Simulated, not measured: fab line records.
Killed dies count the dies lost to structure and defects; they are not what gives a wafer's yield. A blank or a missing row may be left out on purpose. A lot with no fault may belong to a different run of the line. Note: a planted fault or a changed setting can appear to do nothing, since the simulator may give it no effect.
Lot-split experiment | flow n5-finfet | on a route of 1938 steps: 7 lots, 21 wafers read

ABOUT THE SPLIT
At N5_PASSIVATION_EXPOSE_07 (exposes mask TV, defocus 0 nm, target cd 3000 nm), the setting dose-mj was moved away from the recipe's 22.75 on 4 of the 21 wafers read, by -7.2% to +5.3%. All remaining wafers had this setting at the recipe value.

FROM THE SPLIT TO THE READING: what the file shows between them, 3 steps
- N5_PASSIVATION_PEB_08
- N5_PASSIVATION_DEVELOP_09: develop time 60 s
- N5_PASSIVATION_HARDBAKE_11: time 120 s

THE READING
cd-nm at N5_PASSIVATION_CD_MEAS_10, given in nm (cd target 3000 nm). A value of 3000.8 nm with a standard deviation of 1.6 nm is what fault-free wafers of this fab line usually give.

wafer  | tool, chamber at the split | dose-mj as run | against the recipe | cd-nm, nm | against lot-mates on the recipe
L077.3 | krf-scanner-02, 0          | 22.75          | recipe             | 3000.2    | -
L077.5 | krf-scanner-02, 0          | 21.11          | -7.2%              | 2985.8    | -14.0
L077.6 | krf-scanner-02, 0          | 22.75          | recipe             | 2999.5    | -
L078.1 | krf-scanner-02, 0          | 22.75          | recipe             | 3004.6    | -
L078.2 | krf-scanner-02, 0          | 22.75          | recipe             | 3003.0    | -
L078.3 | krf-scanner-02, 0          | 22.75          | recipe             | 3003.6    | -
L083.4 | krf-scanner-01, 0          | 23.96          | +5.3%              | 3010.3    | +9.2
L083.5 | krf-scanner-01, 0          | 22.75          | recipe             | 3001.2    | -
L083.6 | krf-scanner-01, 0          | 22.75          | recipe             | 3001.1    | -
L087.1 | krf-scanner-01, 0          | 22.75          | recipe             | 3001.1    | -
L087.4 | krf-scanner-01, 0          | 22.75          | recipe             | 2998.4    | -
L087.6 | krf-scanner-01, 0          | 23.71          | +4.2%              | 3009.3    | +9.6
L088.2 | krf-scanner-02, 0          | 22.75          | recipe             | 3000.2    | -
L088.3 | krf-scanner-02, 0          | 22.75          | recipe             | 2998.2    | -
L088.5 | krf-scanner-02, 0          | 22.75          | recipe             | 3000.3    | -
L086.1 | krf-scanner-01, 0          | 22.75          | recipe             | 3001.1    | -
L086.4 | krf-scanner-01, 0          | 22.75          | recipe             | 3001.8    | -
L086.5 | krf-scanner-01, 0          | 22.75          | recipe             | 3003.2    | -
L092.2 | krf-scanner-02, 0          | 22.75          | recipe             | 3003.4    | -
L092.3 | krf-scanner-02, 0          | 22.75          | recipe             | 3002.5    | -
L092.5 | krf-scanner-02, 0          | 21.71          | -4.6%              | 2991.1    | -11.8

THE FIT
A straight line over all 21 wafers: cd-nm changes by +2.01 nm for each +1% of dose-mj; r = +0.94; the points scatter about the line by 1.8 nm.
The same after taking each lot's own level away (the mean of its wafers on the recipe; 21 wafers): +2.05 nm for each +1%; r = +0.98; scatter 1 nm.
That fit puts the effect of the largest move of dose-mj on the reading at 15 nm.
From 2999.57 to 3003.73 nm: that is the span of the lots' own levels, equal to 2.6 times the standard deviation above.
Hence the lot-to-lot level has little effect on the slope; both slopes agree.
Check: -15.7 nm against its lot-mates is what the line predicts for one of the wafers moved furthest among these (-7.2%) when that wafer is left out of the fit. It came out at -14 nm against them.

OTHER SPLITS ON THESE WAFERS
Other splits were also applied to these wafers ahead of the reading. Each is held against what the fit with the lots' levels taken away leaves over:
other split on the same wafers        | wafers away from the commonest value | r with cd-nm (lot level and that fit taken away)
N5_BEOL_M13_EXPOSE_07 dose-mj         | 9                                    | -0.02
N5_BEOL_M14_COAT_65 spin-rpm          | 7                                    | -0.15
N5_BEOL_M14_PEB_26 peb-temp-c         | 6                                    | -0.03
N5_BEOL_M15_PEB_26 peb-temp-c         | 3                                    | -0.11
N5_BEOL_M15_DEVELOP_27 develop-time-s | 9                                    | +0.21

FILE'S OWN FIT
cd-nm changes by +2.06 nm for each +1% of dose-mj, r = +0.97.
